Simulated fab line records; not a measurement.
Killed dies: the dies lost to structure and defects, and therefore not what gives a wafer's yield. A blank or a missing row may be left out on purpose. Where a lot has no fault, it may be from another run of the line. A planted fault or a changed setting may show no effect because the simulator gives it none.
The tool behind it: which one?	flow n5 finfet	24 lots with 72 wafers sampled at 6 steps, on a route of 1938 steps

WHAT EACH GAUGE READ, for each wafer
N5_BEOL_M8_OCD_MEAS_38.
lot	measured	on	trench depth nm (nm)
L075	day 12 02:55	ocd-01	94.5 92.6 92.6
L074	day 12 06:44	ocd-02	95.5 91.3 95.2
L076	day 12 19:38	ocd-01	92.7 91.7 92.6
L077	day 13 03:47	ocd-02	92.3 89.7 91.8
L080	day 13 11:47	ocd-01	92.5 90.6 93.1
L081	day 13 15:23	ocd-01	91.3 94.1 94.0
L079	day 13 23:17	ocd-02	90.9 90.9 94.1
L078	day 14 02:53	ocd-01	95.0 91.2 91.6
L082	day 14 04:47	ocd-01	95.2 92.6 93.4
L083	day 14 10:28	ocd-02	92.3 92.9 89.6
L085	day 14 19:17	ocd-02	94.0 92.7 90.7
L086	day 14 23:56	ocd-01	95.7 91.3 90.8
L084	day 15 10:05	ocd-02	90.4 94.9 94.2
L088	day 15 16:41	ocd-01	93.8 94.5 96.1
L089	day 15 17:11	ocd-02	96.1 94.6 94.0
L087	day 15 20:55	ocd-01	92.2 94.8 92.1
L091	day 15 23:00	ocd-01	92.7 91.5 94.1
L090	day 16 21:07	ocd-01	90.9 91.6 92.2
L093	day 17 06:19	ocd-01	90.9 90.6 94.6
L094	day 17 06:36	ocd-02	92.2 94.1 92.8
L092	day 17 14:43	ocd-02	95.5 91.2 95.4
L097	day 18 00:02	ocd-02	92.8 89.9 93.7
L096	day 18 00:12	ocd-01	94.1 91.3 90.5
L095	day 19 07:01	ocd-01	92.2 95.5 91.1

N5_BEOL_M9_INSPECT_30: inspects for defects (brightfield).
lot	measured	on	raw defect count
L075	day 12 11:59	defect inspect-01	437 363 413
L074	day 12 15:48	defect inspect-01	338 469 309
L076	day 13 03:10	defect inspect-01	398 415 406
L077	day 13 10:27	defect inspect-02	426 413 524
L080	day 13 18:59	defect inspect-01	397 433 432
L081	day 13 22:53	defect inspect-01	312 307 360
L079	day 14 10:03	defect inspect-01	334 372 415
L078	day 14 13:25	defect inspect-02	396 470 395
L082	day 14 13:01	defect inspect-01	360 510 415
L083	day 14 16:23	defect inspect-02	309 607 460
L085	day 15 01:10	defect inspect-02	437 415 402
L086	day 15 09:25	defect inspect-02	348 433 374
L084	day 15 16:15	defect inspect-01	455 516 403
L088	day 16 02:32	defect inspect-01	398 276 406
L089	day 16 02:41	defect inspect-01	412 343 341
L087	day 16 04:43	defect inspect-02	371 483 487
L091	day 16 07:44	defect inspect-02	290 310 292
L090	day 17 07:07	defect inspect-01	321 294 245
L093	day 17 14:08	defect inspect-01	514 649 401
L094	day 17 14:20	defect inspect-01	368 533 429
L092	day 17 20:15	defect inspect-02	337 392 426
L097	day 18 10:30	defect inspect-01	383 344 420
L096	day 18 10:42	defect inspect-01	400 306 290
L095	day 19 17:12	defect inspect-02	467 316 418

N5_BEOL_M9_INSPECT_58: inspects for defects (darkfield).
lot	measured	on	raw defect count
L075	day 12 15:36	defect inspect-02	64 90 62
L074	day 12 19:24	defect inspect-02	76 72 93
L076	day 13 06:21	defect inspect-02	39 90 57
L077	day 13 14:08	defect inspect-01	73 61 86
L080	day 13 21:50	defect inspect-02	46 79 54
L081	day 14 03:35	defect inspect-01	64 25 107
L079	day 14 13:10	defect inspect-01	95 107 39
L078	day 14 16:47	defect inspect-01	64 96 67
L082	day 14 16:07	defect inspect-02	57 58 60
L083	day 14 19:17	defect inspect-01	52 86 61
L085	day 15 07:02	defect inspect-01	72 66 156
L086	day 15 12:23	defect inspect-01	58 53 70
L084	day 15 19:35	defect inspect-01	98 87 71
L088	day 16 05:28	defect inspect-01	49 67 37
L089	day 16 06:00	defect inspect-01	83 81 49
L087	day 16 08:26	defect inspect-01	66 87 82
L091	day 16 11:26	defect inspect-01	58 53 47
L090	day 17 10:47	defect inspect-01	116 134 83
L093	day 17 16:50	defect inspect-01	75 73 69
L094	day 17 18:58	defect inspect-02	134 92 88
L092	day 17 23:03	defect inspect-01	58 70 75
L097	day 18 13:49	defect inspect-02	65 67 56
L096	day 18 14:59	defect inspect-01	73 69 69
L095	day 19 20:08	defect inspect-02	64 98 112

WHICH TOOL RAN EACH LOT (tool, then ch and the chambers of the sampled wafers, then the start)
lot	N5_BEOL_M8_DESCUM_33	N5_BEOL_M8_PRE_CLEAN_45	N5_BEOL_M9_SURFACE_TREAT_79
L075	rie diel-05 ch 0,2, day 12 02:29	pvd sputter-02, day 12 03:29	pvd sputter-03, day 12 13:27
L074	rie diel-05 ch 1,2, day 12 06:18	pvd sputter-01, day 12 07:25	pvd sputter-02, day 12 18:07
L076	rie diel-05 ch 0,1,3, day 12 19:12	pvd sputter-02, day 12 20:13	pvd sputter-03, day 13 05:02
L077	rie diel-05 ch 0,1,3, day 13 03:22	pvd sputter-02, day 13 04:22	pvd sputter-01, day 13 12:15
L080	rie diel-04 ch 2,3, day 13 11:21	pvd sputter-01, day 13 12:27	pvd sputter-01, day 13 20:34
L081	rie diel-04 ch 0,3, day 13 14:58	pvd sputter-03, day 13 16:04	pvd sputter-02, day 14 00:30
L079	rie diel-01 ch 1,2,3, day 13 22:50	pvd sputter-01, day 14 00:08	pvd sputter-03, day 14 11:33
L078	rie diel-01 ch 2,3, day 14 02:28	pvd sputter-03, day 14 04:19	pvd sputter-03, day 14 15:10
L082	rie diel-05 ch 0,1,2, day 14 04:20	pvd sputter-02, day 14 05:28	pvd sputter-03, day 14 14:50
L083	rie diel-05 ch 1,2,3, day 14 10:02	pvd sputter-02, day 14 11:04	pvd sputter-03, day 14 18:02
L085	rie diel-01 ch 0,1,2, day 14 18:51	pvd sputter-01, day 14 19:59	pvd sputter-01, day 15 03:08
L086	rie diel-04 ch 1,2, day 14 23:30	pvd sputter-01, day 15 00:32	pvd sputter-01, day 15 11:09
L084	rie diel-04 ch 0,2, day 15 09:39	pvd sputter-01, day 15 10:50	pvd sputter-03, day 15 18:02
L088	rie diel-04 ch 0,3, day 15 16:14	pvd sputter-03, day 15 17:26	pvd sputter-01, day 16 04:08
L089	rie diel-04 ch 0,3, day 15 16:45	pvd sputter-03, day 15 18:10	pvd sputter-03, day 16 04:17
L087	rie diel-01 ch 2,3, day 15 20:29	pvd sputter-03, day 15 21:44	pvd sputter-01, day 16 06:50
L091	rie diel-05 ch 0,1,2, day 15 22:34	pvd sputter-01, day 15 23:33	pvd sputter-01, day 16 10:05
L090	rie diel-05 ch 0,1, day 16 20:41	pvd sputter-03, day 16 21:40	pvd sputter-03, day 17 09:32
L093	rie diel-01 ch 0,1, day 17 05:54	pvd sputter-02, day 17 06:53	pvd sputter-02, day 17 15:31
L094	rie diel-04 ch 0,1,3, day 17 06:10	pvd sputter-01, day 17 07:18	pvd sputter-03, day 17 15:53
L092	rie diel-04 ch 2,3, day 17 14:17	pvd sputter-01, day 17 15:16	pvd sputter-03, day 17 21:50
L097	rie diel-01 ch 0,1,3, day 17 23:37	pvd sputter-02, day 18 01:05	pvd sputter-01, day 18 12:28
L096	rie diel-05 ch 1,2,3, day 17 23:46	pvd sputter-02, day 18 01:10	pvd sputter-03, day 18 13:28
L095	rie diel-01 ch 2,3, day 19 06:35	pvd sputter-03, day 19 07:40	pvd sputter-02, day 19 18:44
- N5_BEOL_M8_DESCUM_33: chemistry O2, time 7 s.
- N5_BEOL_M8_PRE_CLEAN_45: time 30 s.
- N5_BEOL_M9_SURFACE_TREAT_79

WHAT THE TOOLS THEMSELVES READ (means of the sampled wafers that have a number; where no wafer has one, the mark that the record gives instead)
N5_BEOL_M8_DESCUM_33.
lot	tool	drypump motor current A (A)	oes product au (a.u.)	rf vpp V (V)	showerhead plenum p Torr (Torr)	throttle valve pct (%)
L075	rie diel-05	5.3	0.77	243.9	2.08	20.17
L074	rie diel-05	5.7	0.77	243.6	2.05	19.99
L076	rie diel-05	5.6	0.83	242.2	2.05	20.13
L077	rie diel-05	5.6	0.82	242.2	2.05	20.14
L080	rie diel-04	6.0	0.69	243.6	2.13	20.23
L081	rie diel-04	6.0	0.85	242.9	2.09	20.08
L079	rie diel-01	5.3	0.79	245.2	2.15	20.23
L078	rie diel-01	5.5	0.82	242.9	2.10	20.11
L082	rie diel-05	5.7	0.77	242.0	2.06	20.10
L083	rie diel-05	5.7	0.79	243.3	2.04	20.06
L085	rie diel-01	5.2	0.75	243.7	2.16	20.41
L086	rie diel-04	5.4	0.74	244.1	2.07	20.11
L084	rie diel-04	5.5	0.82	243.0	2.05	19.97
L088	rie diel-04	6.0	0.90	242.4	2.09	20.04
L089	rie diel-04	6.0	0.90	243.5	2.09	20.05
L087	rie diel-01	5.5	0.80	243.1	2.09	20.12
L091	rie diel-05	5.7	0.75	242.6	2.05	20.12
L090	rie diel-05	5.7	0.76	243.2	2.06	20.23
L093	rie diel-01	5.2	0.78	244.2	2.13	20.42
L094	rie diel-04	6.3	0.85	243.4	2.09	20.20
L092	rie diel-04	6.0	0.82	243.7	2.12	20.14
L097	rie diel-01	5.4	0.79	243.1	2.08	20.30
L096	rie diel-05	5.7	0.76	241.7	2.03	20.11
L095	rie diel-01	5.5	0.76	242.6	2.08	20.17

N5_BEOL_M8_PRE_CLEAN_45.
lot	tool	heater power w (W)
L075	pvd sputter-02	335
L074	pvd sputter-01	325
L076	pvd sputter-02	402
L077	pvd sputter-02	393
L080	pvd sputter-01	325
L081	pvd sputter-03	310
L079	pvd sputter-01	331
L078	pvd sputter-03	316
L082	pvd sputter-02	314
L083	pvd sputter-02	362
L085	pvd sputter-01	331
L086	pvd sputter-01	330
L084	pvd sputter-01	329
L088	pvd sputter-03	306
L089	pvd sputter-03	309
L087	pvd sputter-03	316
L091	pvd sputter-01	328
L090	pvd sputter-03	316
L093	pvd sputter-02	306
L094	pvd sputter-01	328
L092	pvd sputter-01	321
L097	pvd sputter-02	349
L096	pvd sputter-02	341
L095	pvd sputter-03	312

THE ANSWER, worked out from the rows above alone
Rule: what is usual is taken from the lots themselves. The widest of any qualifying gaps counts: lots, ordered by their means at a reading, are off when they make up no more than a third of the lots, leave a main group of 4 or more, and stand apart from it by 3 or more times the standard deviation of that group's means. The tables above print the reading to a certain number of digits; a main group whose means all agree to those digits is not used. A lot without any number at a reading at which 4 lots or more have one is off too. Where the step has rows for the other lots, those lots are counted as sound. After the gauges, taken in route order, come the tools' own readings; for these a lot's mean is taken, as printed above. At the first step where some lot is off, the reading lying furthest off is the one used; lots without a number count as furthest.
No lot is off at any reading shown: from this, nothing can be told.

WHAT THE SIMULATOR HAD INSERTED
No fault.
